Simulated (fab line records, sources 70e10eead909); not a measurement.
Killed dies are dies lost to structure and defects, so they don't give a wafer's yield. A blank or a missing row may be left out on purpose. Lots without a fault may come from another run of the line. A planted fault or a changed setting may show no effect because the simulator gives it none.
Chamber matching | flow nand_harc | NHARC_A_STAIRCASE_ETCH_169 on rie_diel-11: 4 sister chambers
The step etches the open film in CH3F/O2, target depth 50 nm, time 107.1 s. 8 wafers are shown with their chamber, then 11 later ones without.

WAFERS WITH THEIR CHAMBER
wafer  | chamber | drypump_motor_current_A (A) | showerhead_plenum_p_Torr (Torr)
L077.2 | 2       | 5.3                         | 2.40
L079.3 | 3       | 5.1                         | 2.45
L082.1 | 0       | 5.7                         | 2.45
L082.2 | 3       | 5.1                         | 2.45
L082.4 | 2       | 5.4                         | 2.40
L086.1 | 0       | 5.7                         | 2.44
L086.5 | 1       | 5.8                         | 2.40
L090.1 | 1       | 5.9                         | 2.40

WAFERS WITHOUT THEIR CHAMBER
wafer  | drypump_motor_current_A (A) | showerhead_plenum_p_Torr (Torr)
L090.2 | 5.7                         | 2.44
L090.3 | 5.4                         | 2.39
L089.2 | 5.3                         | 2.39
L089.4 | 5.1                         | 2.44
L089.6 | 5.7                         | 2.44
L093.4 | 5.4                         | 2.38
L093.5 | 5.4                         | 2.38
L093.6 | 5.1                         | 2.43
L096.1 | 5.7                         | 2.43
L096.2 | 5.4                         | 2.38
L096.5 | 5.3                         | 2.38

WHICH CHAMBER EACH WENT THROUGH
wafer  | from the rows above | in truth
L090.2 | 0                   | 0
L090.3 | 2                   | 2
L089.2 | 2                   | 2
L089.4 | 3                   | 3
L089.6 | 0                   | 0
L093.4 | 2                   | 2
L093.5 | 2                   | 2
L093.6 | 3                   | 3
L096.1 | 0                   | 0
L096.2 | 2                   | 2
L096.5 | 2                   | 2
Placed correctly: 11 of 11. Can't be placed from these rows: 0. Placed wrongly: 0.
How it was worked out, from the rows above alone: a wafer's distance from a chamber is the root of the sum, over the readings, of the square of ((its reading less the chamber's mean) divided by the reading's scatter). The wafer belongs to the nearest chamber; if the next one is less than 2 further off, it can't be placed. A chamber's mean is the mean of its shown wafers. The scatter: the root of (the sum of the squares of (reading less its chamber's mean) over the shown wafers, divided by (wafers less chambers)).
